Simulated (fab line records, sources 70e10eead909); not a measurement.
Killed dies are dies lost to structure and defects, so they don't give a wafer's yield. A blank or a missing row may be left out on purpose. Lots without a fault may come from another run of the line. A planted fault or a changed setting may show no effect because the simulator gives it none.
A struck lot beside a sound one | flow nand_harc | 18 steps out of a route of 1302
Sound: wafers L707.1, L707.2, L707.3. Struck: wafers L714.1, L714.5, L714.6. The cause comes at the end.
At each step with rows: each side's tool, then ch and its chambers, then its first start. Under that, the readings that differ: sound wafers | struck wafers | difference of the means | sigmas: that difference in standard deviations of wafers without a fault.
alike: readings whose means differ by less than 2 such deviations, and words and numbers that are the same on both sides. not compared: withheld readings, readings that some wafer has no value for, bounds like >300 that may hide the same value, and numbers for which the record gives no deviation and whose values overlap.
The two part at a step that has a row with sigmas, a row that says differs or no value, or rows on one side only. Numbers that don't overlap but have no deviation are shown without sigmas and don't part them. A reading that every wafer of one side lacks parts them only if that side has two wafers or more.

NHARC_P_ZERO_WELL_CD_MEAS_37: target cd 720 nm.
  sound on cd_sem-02 ch 0, day 2 20:38; struck on cd_sem-01 ch 0, day 5 18:10
  alike: cd_nm
then, 1 step without rows for these wafers: NHARC_P_ZERO_WELL_HARDBAKE_38 (time 80 s).
NHARC_P_ZERO_WELL_DESCUM_39: chemistry O2, time 3 s.
  sound on rie_diel-11 ch 1,2,3, day 2 20:48; struck on rie_diel-11 ch 0,1,3, day 5 18:21
  alike: chamber_pressure_mTorr, drypump_motor_current_A, oes_product_au, rf_vpp_V, showerhead_plenum_p_Torr, throttle_valve_pct
  not compared: rf_hours_counter_h
then, 9 steps without rows for these wafers: NHARC_P_ZERO_WELL_IMPLANT_40; NHARC_P_ZERO_WELL_IMPLANT_59; NHARC_P_ZERO_WELL_IMPLANT_60; NHARC_P_ZERO_WELL_STRIP_41 (strips in SPM, time 840 s); NHARC_P_ZERO_WELL_DEHYDRATE_44 (time 120 s); NHARC_P_ZERO_WELL_HMDS_45 (time 30 s); NHARC_P_ZERO_WELL_COAT_46; NHARC_P_ZERO_WELL_SOFTBAKE_47 (time 95 s); NHARC_P_ZERO_WELL_EBR_48.
NHARC_P_ZERO_WELL_EXPOSE_49: exposes mask P HVPW, target cd 2000 nm.
  sound on krf_scanner-01 ch 0, day 2 22:07; struck on krf_scanner-01 ch 0, day 5 19:31
  reading | sound                      | struck                              | difference | sigmas
  mask    | P_HVPW#0 P_HVPW#0 P_HVPW#0 | P_HVPW_R1#0 P_HVPW_R1#0 P_HVPW_R1#0 | differs    |
  alike: exposure_dose_mJ_cm2
then, 2 steps without rows for these wafers: NHARC_P_ZERO_WELL_PEB_50 (peb time 85 s); NHARC_P_ZERO_WELL_DEVELOP_51 (time 70 s).
NHARC_P_ZERO_WELL_CD_MEAS_52: target cd 2000 nm.
  sound on cd_sem-03 ch 0, day 2 22:16; struck on cd_sem-02 ch 0
  reading    | sound                | struck               | difference | sigmas
  cd_nm (nm) | 1999.7 2002.4 2004.3 | 1981.7 1981.2 1982.6 | -20.3      | -11
  not compared: hold
NHARC_P_ZERO_WELL_DESCUM_54: chemistry O2, time 3 s.
  sound on rie_diel-03 ch 0,1,3, day 2 22:26; struck on rie_diel-03 ch 2,3, day 6 06:51
  reading                      | sound          | struck         | difference | sigmas
  model.P_ZERO_WELL.cd_nm (nm) | 2000 2002 2004 | 1982 1982 1983 | -20        |
  alike: chamber_pressure_mTorr, drypump_motor_current_A, oes_product_au, rf_vpp_V, showerhead_plenum_p_Torr, throttle_valve_pct
  not compared: rf_hours_counter_h
then, 1 step without rows for these wafers: NHARC_P_ZERO_WELL_IMPLANT_55.

WHERE THEY PART
First at NHARC_P_ZERO_WELL_EXPOSE_49; last, within this record, at NHARC_P_ZERO_WELL_CD_MEAS_52. Later steps at which nothing parts them and some readings are alike: NHARC_P_ZERO_WELL_DESCUM_54.

WHY: what the simulator had put in
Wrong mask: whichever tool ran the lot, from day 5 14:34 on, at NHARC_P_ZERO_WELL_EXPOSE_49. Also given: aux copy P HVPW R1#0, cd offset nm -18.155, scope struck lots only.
